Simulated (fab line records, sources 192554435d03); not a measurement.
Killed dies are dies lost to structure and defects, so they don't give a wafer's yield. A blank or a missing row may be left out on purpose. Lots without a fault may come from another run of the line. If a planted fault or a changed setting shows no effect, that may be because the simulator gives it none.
fab line records	flow n5-finfet	part 2 of 2: steps 6 to 7 of 7
[record] lots = 14	wafers = 42	last-day = 20
route steps=1938 shown GATE_CUT@502 MOL_CONTACT_COAG@535 BEOL_M4@1111
lots that met no fault: taken from a fault-free run of the same line
start-h: the number of hours between the record's first day and the start of the first shown wafer of the lot	wait-h: hours since the lot's step before	" as in the row above	L1.1+2: one row covering several wafers at once	- no value, or no start given	* or withheld: withheld	< > ~ a bound
route shown NAME@n: NAME is a module with steps in the file, n the number in the route of the first one	usual: mean and standard deviation over wafers with no fault	same: alike in all rows	chamber/n: place in a boat	sites: each site's reading	_std_site: standard deviation of those values	_edge_site: outer sites' mean less inner sites'	radius-mm: how far each site lies from the wafer's centre	mask NAME#n: copy n	behind: the tool/chamber that last shaped the wafer	hold: what put the lot on hold/how long, in hours/how the hold closed	device: whichever transistor did not switch (one of n, p or np)	end of line: at the end of the route, the tests of the same wafers	a step given without rows: its recipe and nothing more	killed: dies that structure and defects cost at the first sort, which is not the same as the wafer's yield	map: dies across one wafer; x = killed, . = not, _ = none there
set.NAME: setting as actually run; set.NAME@STEP: the setting as run at that earlier step	model.NAME: the simulator's own value behind a step, which no gauge read
route steps across a sampled set of lots; one table per step, one row per wafer
services: when a tool's chamber went out of use (start-h, in hours from the record's first day, below 0 if earlier), for how many hours, and the reason
[[steps]]
[step N5_MOL_CONTACT_COAG_SIL_ANNEAL_21]
[recipe] temp-c = 550	time-s = 60	ambient = N2
[usual] lamp-power-pct = 6.8/0.53	lamp_zone_2_pct = 6.8/0.53	lamp_zone_7_pct = 7.1/0.56	wafer_temp_C_max = 552.3/0.85
lot.wafer	tool	chamber	start-h	wait-h	lamp-power-pct	lamp_zone_2_pct	lamp_zone_7_pct	wafer_temp_C_max
L907.1	rtp-anneal-02	0	99.07	0.2	6.2	6.2	6.5	553.8
L907.5	"	0	"	"	6.2	6.2	6.5	553.1
L907.6	"	0	"	"	6.2	6.2	6.6	552.4
L908.2	rtp-anneal-02	0	104.04	0.2	6.2	6.2	6.5	553.2
L908.3	"	0	"	"	6.2	6.2	6.5	552.5
L908.5	"	0	"	"	6.2	6.2	6.5	552.9
L909.4	rtp-anneal-02	0	108.26	0.3	6.2	6.2	6.5	553.3
L909.5	"	0	"	"	6.2	6.2	6.5	552.3
L909.6	"	0	"	"	6.2	6.2	6.6	552.3
L910.1	rtp-anneal-01	0	114.68	0.2	7.3	7.3	7.7	551.6
L910.2	"	0	"	"	7.3	7.3	7.7	551.1
L910.6	"	0	"	"	7.3	7.3	7.7	551.5
L918.2	rtp-anneal-02	0	163.56	0.2	6.2	6.2	6.5	553.2
L918.4	"	0	"	"	6.2	6.2	6.6	553.8
L918.6	"	0	"	"	6.2	6.2	6.5	551.9
L919.2	rtp-anneal-02	0	169.29	0.2	6.2	6.2	6.5	552.4
L919.5	"	0	"	"	6.2	6.2	6.5	552.3
L919.6	"	0	"	"	6.2	6.2	6.5	552.5
L920.1	rtp-anneal-01	0	173.52	0.2	7.3	7.3	7.7	552.0
L920.2	"	0	"	"	7.3	7.3	7.7	551.8
L920.4	"	0	"	"	7.3	7.3	7.7	552.0
L921.1	rtp-anneal-01	0	179.88	0.2	7.3	7.3	7.7	551.9
L921.2	"	0	"	"	7.3	7.3	7.7	551.8
L921.6	"	0	"	"	7.3	7.3	7.7	551.7
L922.2	rtp-anneal-02	0	190.51	0.2	6.2	6.2	6.6	552.9
L922.4	"	0	"	"	6.2	6.2	6.5	552.9
L922.6	"	0	"	"	6.2	6.2	6.5	553.7
L923.2	rtp-anneal-01	0	196.07	0.2	7.3	7.3	7.7	551.3
L923.4	"	0	"	"	7.3	7.3	7.7	551.4
L923.6	"	0	"	"	7.3	7.3	7.7	551.4
L924.3	rtp-anneal-02	0	198.25	0.4	6.2	6.2	6.6	552.2
L924.4	"	0	"	"	6.2	6.2	6.6	553.3
L924.5	"	0	"	"	6.2	6.2	6.5	555.1
L925.1	rtp-anneal-01	0	206.85	0.3	7.3	7.3	7.7	551.4
L925.2	"	0	"	"	7.3	7.3	7.7	551.4
L925.5	"	0	"	"	7.3	7.3	7.7	551.4
L927.1	rtp-anneal-01	0	218.34	0.2	7.3	7.3	7.7	551.1
L927.4	"	0	"	"	7.3	7.3	7.7	551.2
L927.5	"	0	"	"	7.3	7.3	7.7	551.5
L928.1	rtp-anneal-01	0	226.19	0.3	7.3	7.3	7.7	551.1
L928.4	"	0	"	"	7.3	7.3	7.7	551.2
L928.6	"	0	"	"	7.3	7.3	7.7	551.7
[step N5_BEOL_M4_RC_MEAS_101]
[usual] DIBL_N = 36.3/1.2	DIBL_P = 36.3/1.4	IOFF_N = 0.160/0.02	IOFF_P = 0.210/0.025	ION_N = 675/9.5	ION_P = 462/7	SS_N = 71.5/0.53	SS_P = 73.4/0.55	VT_N = 249.5/2.6	VT_P = -250.1/2.9
lot.wafer	tool	chamber	start-h	wait-h	DIBL_N[mV/V]	DIBL_P[mV/V]	IOFF_N[nA/um]	IOFF_P[nA/um]	ION_N[uA/um]	ION_P[uA/um]	SS_N[mV/dec]	SS_P[mV/dec]	VT_N[mV]	VT_P[mV]
L907.1	prober-01	0	191.57	0.0	34.6	33.6	0.135	0.161	666	450	72.3	72.7	252.2	-252.7
L907.5	"	0	"	"	34.2	32.9	0.121	0.154	663	452	71.7	73.2	251.1	-256.1
L907.6	"	0	"	"	36.5	36.7	0.167	0.203	674	462	72.4	73.9	250.2	-251.2
L908.2	prober-02	0	210.61	0.2	36.3	34.9	0.153	0.215	677	470	71.7	73.4	250.1	-252.6
L908.3	"	0	"	"	34.5	32.6	0.122	0.183	668	466	70.6	73.0	249.7	-251.5
L908.5	"	0	"	"	35.9	34.7	0.137	0.208	664	461	70.9	74.0	249.9	-249.6
L918.2	prober-02	0	287.95	0.2	36.9	36.0	0.189	0.241	691	476	72.0	73.2	243.7	-246.1
L918.4	"	0	"	"	36.4	36.5	0.184	0.248	687	469	71.9	73.6	244.9	-246.3
L918.6	"	0	"	"	35.2	34.8	0.161	0.212	682	465	71.8	73.0	248.2	-247.9
L919.2	prober-01	0	290.49	0.2	37.2	37.4	0.169	0.239	684	459	72.5	73.6	247.4	-250.6
L919.5	"	0	"	"	37.8	37.3	0.180	0.244	679	466	72.3	73.9	245.2	-247.5
L919.6	"	0	"	"	37.4	37.1	0.168	0.236	679	470	71.8	72.7	250.2	-246.4
L920.1	prober-02	0	311.70	0.0	36.7	36.2	0.163	0.195	665	451	71.7	73.4	248.8	-249.6
L920.2	"	0	"	"	38.7	38.6	0.209	0.239	682	460	72.5	73.7	246.4	-246.2
L920.4	"	0	"	"	35.9	35.9	0.159	0.207	675	461	72.3	73.2	248.9	-251.1
L921.1	prober-01	0	317.22	0.0	36.4	36.7	0.158	0.191	683	464	72.2	73.5	251.5	-252.5
L921.2	"	0	"	"	35.2	36.0	0.150	0.186	678	459	72.1	72.6	249.7	-253.6
L921.6	"	0	"	"	37.0	38.2	0.183	0.222	688	469	72.0	74.2	247.0	-250.8
L922.2	prober-01	0	329.33	0.2	37.6	37.1	0.161	0.217	668	463	72.0	73.6	248.7	-250.7
L922.4	"	0	"	"	37.5	38.0	0.166	0.232	672	459	72.5	74.2	250.3	-246.4
L922.6	"	0	"	"	35.9	35.6	0.140	0.205	672	463	71.4	73.5	249.4	-251.9
L924.3	prober-02	0	338.46	0.3	36.9	37.5	0.162	0.215	668	463	71.9	73.5	250.5	-248.9
L924.4	"	0	"	"	39.5	40.0	0.206	0.265	685	464	71.7	74.6	248.3	-246.1
L924.5	"	0	"	"	38.2	38.9	0.186	0.236	674	457	71.6	74.7	249.9	-248.1
L925.1	prober-01	0	338.63	0.0	38.0	38.8	0.173	0.213	667	454	71.4	73.9	249.4	-251.8
L925.2	"	0	"	"	35.9	35.7	0.131	0.184	659	449	70.8	73.0	253.3	-254.3
L925.5	"	0	"	"	35.7	35.6	0.134	0.183	650	449	71.6	72.8	253.9	-253.9
L923.2	prober-02	0	341.08	0.2	37.2	34.9	0.162	0.192	673	456	71.7	73.2	248.4	-251.6
L923.4	"	0	"	"	35.2	33.0	0.126	0.172	674	459	71.4	73.3	256.2	-251.6
L923.6	"	0	"	"	37.3	35.3	0.164	0.212	678	460	71.6	73.9	250.0	-249.3
L927.1	prober-01	0	344.62	0.0	36.0	36.6	0.165	0.215	682	462	71.3	73.0	247.6	-251.8
L927.4	"	0	"	"	35.2	35.6	0.144	0.190	674	462	70.7	73.1	250.9	-250.1
L927.5	"	0	"	"	35.2	35.0	0.141	0.183	679	466	71.6	73.3	252.5	-251.1
L928.1	prober-02	0	363.29	0.0	35.3	36.4	0.154	0.208	679	472	71.6	72.7	247.8	-249.9
L928.4	"	0	"	"	34.8	34.8	0.143	0.183	683	466	70.8	72.7	248.7	-250.5
L928.6	"	0	"	"	34.6	35.8	0.151	0.206	691	466	71.3	72.1	250.1	-247.9
[[services]]
tool	chamber	start-h	hours	kind
rie-diel-05	3	74.42	-	clean
rie-diel-05	3	74.42	-	consumable-replace:focus-ring
rie-diel-05	3	74.42	15.5	scheduled-down
rie-diel-05	3	74.42	15.5	vent-cycle
rie-metal-01	1	92.32	11.1	repair
rie-metal-01	-	92.95	2.8	pm
rie-diel-06	1	110.57	8.0	repair
rie-metal-01	1	154.16	10.1	repair
rie-diel-05	1	166.89	-	clean
rie-diel-05	1	166.89	-	consumable-replace:focus-ring
rie-metal-01	-	169.85	1.4	pm
rie-diel-05	2	191.71	1.3	repair
rie-metal-01	1	200.98	-	clean
rie-metal-01	1	200.98	15.5	scheduled-down
rie-metal-01	1	200.98	15.5	vent-cycle
